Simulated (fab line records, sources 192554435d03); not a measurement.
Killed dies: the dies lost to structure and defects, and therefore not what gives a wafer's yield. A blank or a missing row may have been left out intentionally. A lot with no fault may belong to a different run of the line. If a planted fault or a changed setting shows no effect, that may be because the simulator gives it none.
Comparing a struck lot with a sound one + flow n5Finfet + 37 steps out of a route of 1938
Sound: the wafers L562.2, L562.3, L562.4. Struck: wafer L565.6 (L565.2, L565.5, from the same lot, were not struck and are left out); the cause is given at the end.
Order at every step that has rows: each side's tool, ch and its chambers, its first start. Under that, the readings that differ: sound wafers + struck wafers + difference of the means + sigmas: that difference in standard deviations of wafers without a fault.
alike: words and numbers the same on both sides, and readings whose means are apart by under 2 such deviations; not compared: readings that were withheld, readings missing a value for some wafer, numbers with overlapping values and no deviation given by the record, and bounds like >300 which may hide the same value.
The two part at a step that has a row with sigmas, a row that says differs or no value, or rows on one side only. Non-overlapping numbers with no deviation appear without sigmas and do not part them. A reading that every wafer of one side lacks parts them only if that side has two wafers or more.

first, 9 steps without rows for these wafers: N5_BEOL_M10_PEB_26 (peb time 60 s); N5_BEOL_M10_DEVELOP_27 (develop time 30 s); N5_BEOL_M10_DESCUM_33 (chemistry O2, time 7.9 s); N5_BEOL_M10_ETCH_65 (etches SiARC in CF4, target depth 39 nm, time 65 s); N5_BEOL_M10_ETCH_66 (etches SOC in N2/H2, target depth 120 nm, overetch 24 nm, time 180 s); N5_BEOL_M10_STRIP_69 (strips in N2/H2); N5_BEOL_M10_VIA_ETCH_34 (etches SiCOH lowk in C4F6/O2, target depth 184.5 nm, time 69.2 s); N5_BEOL_M10_STRIP_73 (strips in C4F6/O2); N5_BEOL_M10_STRIP_36 (strips in N2/H2).
N5_BEOL_M10_TRENCH_ETCH_37: etches SiCOH lowk in C4F6/O2, target depth 148.83 nm, time 48 s.
  sound on rieDiel-06 ch 0,2,3, day 12 04:29; struck on rieDiel-06 ch 0, day 13 12:03
| reading                                    | sound             | struck | difference | sigmas      |
|--------------------------------------------|-------------------|--------|------------|-------------|
| oes_ar_750_au (a.u.)                       | 0.84 0.85 0.83    | 1.08   | +0.24      | +5          |
| oes_f_703_au (a.u.)                        | 0.84 0.85 0.83    | 1.46   | +0.62      | +12         |
| oes_o_777_au (a.u.)                        | 0.84 0.85 0.82    | 1.37   | +0.53      | +11         |
| rfFwdPowerW (W)                            | 343.3 341.6 343.8 | 550.3  | +207.4     | +99 or more |
| rfVppV (V)                                 | 673 670 678       | 532    | -142       | -20         |
| model.BEOL_M10.featureDepthNm (nm)         | 148.8 152.2 149.6 | 179    | +29        |             |
| model.etch.depthNm (nm)                    | 148.8 152.2 149.6 | 178.9  | +28.7      |             |
| model.TiN_of_BEOL_M10_HM_DEP_02.thkNm (nm) | 15.8 15.4 15.8    | 15.2   | -0.5       |             |
  alike: biasW, drypumpMotorCurrentA, oesProductAu, showerheadPlenumPTorr, throttleValvePct
  not compared: rfHoursCounterH
then, 2 steps without rows for these wafers: N5_BEOL_M10_ETCH_41 (etches SiCN in CH3F/O2, target depth 42.6 nm, time 86 s); N5_BEOL_M10_STRIP_77 (strips in N2/H2, time 10 s).
N5_BEOL_M10_OCD_MEAS_38:
  sound on ocd-02, day 12 04:41; struck on ocd-02, day 13 12:14
| reading            | sound             | struck | difference | sigmas |
|--------------------|-------------------|--------|------------|--------|
| trenchDepthNm (nm) | 148.9 152.4 149.7 | 178.8  | +28.5      | +16    |
then, 13 steps without rows for these wafers: N5_BEOL_M10_HM_STRIP_39 (strips TiN in peroxide tin strip, target depth 25 nm, time 158 s); N5_BEOL_M10_SRD_40 (time 30 s); N5_BEOL_M10_PRECLEAN_42 (cleans in residue remover, time 60 s); N5_BEOL_M10_SRD_43 (time 30 s); N5_BEOL_M10_CURE_72 (cures SiCOH lowk, time 120 s); N5_BEOL_M10_DEGAS_44 (time 60 s); N5_BEOL_M10_PRE_CLEAN_45 (time 30 s); N5_BEOL_M10_ALD_74 (deposits TaN, target thk 2 nm, pulse time 2 s, purge time 3 s); N5_BEOL_M10_SURFACE_TREAT_76; N5_BEOL_M10_CVD_75 (deposits Co from CCTBA/H2, target thk 2 nm, time 138.9 s); N5_BEOL_M10_SPUTTER_48 (material Cu, target thk 12 nm, time 2 s); N5_BEOL_M10_ECD_50 (material Cu, target thk 318 nm); N5_BEOL_M10_ANNEAL_51 (time 90 s).
N5_BEOL_M10_CMP_52: polishes, stops on SiCOH lowk, t overpolish 7 s, target thk 140 nm.
  sound on cmp-03 ch 0,2,3, day 12 07:07; struck on cmp-03 ch 2, day 13 14:04
| reading                                | sound           | struck | difference | sigmas |
|----------------------------------------|-----------------|--------|------------|--------|
| model.Cu_of_BEOL_M10_ECD_50.thkNm (nm) | 142 143.2 139.6 | 170    | +28        |        |
  alike: barrierFieldEndpointS, clearingPlatenDownForcePsi, clearingPlatenRpm, motorCurrentA, overpolishRunS, timeToEndpointS
  not compared: padLifeWafers
N5_BEOL_M10_THK_MEAS_53: measures by xrf.
  sound on filmMetro-02, day 12 07:25; struck on filmMetro-01, day 13 14:17
| reading      | sound             | struck | difference | sigmas |
|--------------|-------------------|--------|------------|--------|
| M10_THK (nm) | 137.0 138.2 135.8 | 164.8  | +27.8      | +13    |
then, 2 steps without rows for these wafers: N5_BEOL_M10_PRE_CLEAN_55 (time 15 s); N5_BEOL_M10_DEP_56 (deposits SiCN from 3MS/NH3, target thk 15 nm, time 26.5 s).
N5_BEOL_M10_RS_MEAS_57: measures by four-point-probe.
  sound on filmMetro-02, day 12 07:33; struck on filmMetro-01, day 13 14:25
| reading         | sound                | struck | difference | sigmas |
|-----------------|----------------------|--------|------------|--------|
| M10_RS (ohm/sq) | 0.1485 0.1471 0.1511 | 0.1221 | -0.0268    | -10    |
then, 5 steps without rows for these wafers: N5_BEOL_M11_ILD_DEP_00 (deposits SiCOH lowk from DEMS/porogen, target thk 308.51 nm, time 58 s); N5_BEOL_M11_CURE_71 (cures SiCOH lowk, time 240 s); N5_BEOL_M11_PECVD_70 (deposits SiO2 from TEOS/O2, target thk 20 nm, time 22.7 s); N5_BEOL_M11_HM_DEP_02 (deposits TiN, target thk 20 nm); N5_BEOL_M11_COAT_59 (time 60 s, resist thk 100 nm).
N5_BEOL_M15_RC_MEAS_101:
  sound on prober-02 ch 0, day 13 21:34; struck on prober-02 ch 0, day 14 21:58
| reading                    | sound          | struck | difference | sigmas |
|----------------------------|----------------|--------|------------|--------|
| SERP_M10 (ohm/um)          | 2.95 2.92 2.97 | 2.40   | -0.55      | -7     |
| SERP_M10_max_site (ohm/um) | 3.02 2.97 3.05 | 2.59   | -0.42      | -5     |
| SERP_M9_max_site (ohm/um)  | 3.16 3.26 3.11 | 2.93   | -0.25      | -2     |
  alike: COMB_M11, COMB_M12, COMB_M13, COMB_M14, COMB_M15, COMB_M5, COMB_M6, COMB_M7, COMB_M8, COMB_M9, SERP_M11, SERP_M12, SERP_M13, SERP_M14, SERP_M5, SERP_M6, SERP_M7, SERP_M8, SERP_M9

## WHERE THEY PART
Last at N5_BEOL_M15_RC_MEAS_101 as far as this record goes, first at N5_BEOL_M10_TRENCH_ETCH_37.

WHY: the cause the simulator had injected
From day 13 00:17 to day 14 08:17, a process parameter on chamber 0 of rieDiel-06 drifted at N5_BEOL_M10_TRENCH_ETCH_37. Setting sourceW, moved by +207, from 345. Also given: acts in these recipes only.
